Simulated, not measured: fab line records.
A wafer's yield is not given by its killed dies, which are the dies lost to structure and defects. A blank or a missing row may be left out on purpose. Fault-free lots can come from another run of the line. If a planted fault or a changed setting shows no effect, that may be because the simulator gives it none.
Matching of chambers -- flow nandHarc -- rieDiel-12 running NHARC_A_ZERO_WELL_ETCH_19: 4 sister chambers
The step etches the open film in N2/H2, target depth 80 nm, overetch 24 nm, time 87.88 s. 45 wafers are shown with their chamber, then 12 later ones without.

== WAFERS WITH THEIR CHAMBER ==
wafer,chamber,drypumpMotorCurrentA (A),rfVppV (V),oesProductAu (a.u.)
L074.1,0,6.2,428,1.000
L074.3,2,5.1,427,1.015
L074.5,0,6.2,428,1.007
L075.2,1,5.6,434,1.000
L075.3,0,6.2,430,0.997
L075.4,2,5.1,427,1.009
L077.1,1,5.6,434,0.997
L077.2,2,5.1,427,1.006
L077.6,2,5.1,428,0.998
L078.2,2,5.1,426,1.009
L078.4,0,6.2,428,1.004
L078.6,0,6.2,428,1.012
L079.3,0,6.2,427,1.012
L079.5,3,5.7,436,1.011
L079.6,0,6.2,429,0.995
L080.1,0,6.2,429,0.999
L080.4,3,5.6,435,1.012
L080.5,3,5.6,435,1.011
L081.2,1,5.6,434,0.987
L081.3,3,5.6,434,1.011
L081.6,0,6.2,429,1.012
L082.1,0,6.2,429,0.994
L082.4,1,5.6,434,0.987
L082.5,2,5.2,426,1.006
L083.1,2,5.1,427,1.006
L083.3,1,5.6,434,0.992
L083.5,3,5.7,435,0.999
L084.1,3,5.7,436,1.024
L084.3,0,6.2,430,1.005
L084.5,0,6.2,430,1.012
L085.2,3,5.7,434,1.007
L085.3,2,5.1,427,1.004
L085.6,1,5.6,435,0.995
L088.1,0,6.2,429,1.015
L088.3,1,5.6,433,0.980
L088.5,2,5.2,427,1.030
L089.3,0,6.2,428,0.998
L089.5,0,6.2,428,0.995
L089.6,3,5.7,436,0.995
L090.1,2,5.1,426,1.006
L090.2,1,5.6,433,0.983
L090.4,3,5.7,435,1.009
L091.4,0,6.2,427,0.991
L091.5,2,5.1,427,1.012
L091.6,3,5.7,436,0.991

SIGNATURES, as means of the wafers listed above
reading,chamber 0,chamber 1,chamber 2,chamber 3,scatter within a chamber
drypumpMotorCurrentA,6.200,5.600,5.118,5.670,0.0302
rfVppV,428.56,433.88,426.82,435.20,0.797
oesProductAu,1.00300,0.99013,1.00918,1.00700,0.00822
Rule: distance of a wafer from a chamber = root of the sum over the readings of ((wafer's reading minus chamber's mean) / reading's scatter) squared. If the next closest chamber is less than 2 further off than the closest, the wafer can't be placed; otherwise it belongs to the closest. The scatter is the square root of a quotient: the sum, over the shown wafers, of each reading's squared deviation from its chamber's mean, divided by wafers minus chambers.

== WAFERS WHOSE CHAMBER IS MISSING ==
wafer,drypumpMotorCurrentA (A),rfVppV (V),oesProductAu (a.u.)
L092.4,5.6,435,0.987
L092.5,5.1,427,1.005
L092.6,5.6,434,0.988
L095.1,5.1,430,1.012
L095.3,5.6,434,0.980
L095.5,5.7,435,0.996
L096.1,5.6,435,0.968
L096.4,5.7,436,0.992
L096.6,5.7,435,1.000
L097.1,5.7,435,0.987
L097.3,6.2,428,0.991
L097.4,5.6,433,0.984

== CHAMBER TAKEN BY EACH ==
wafer,from the rows above,in truth
L092.4,can't be placed: 1 or 3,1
L092.5,2,2
L092.6,1,1
L095.1,2,2
L095.3,1,1
L095.5,can't be placed: 3 or 1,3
L096.1,1,1
L096.4,can't be placed: 3 or 1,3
L096.6,3,3
L097.1,can't be placed: 3 or 1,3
L097.3,0,0
L097.4,1,1
8 of 12 placed correctly. Cannot be placed on the basis of these rows: 4; the candidates contain the true chamber in 4. 0 placed wrongly.
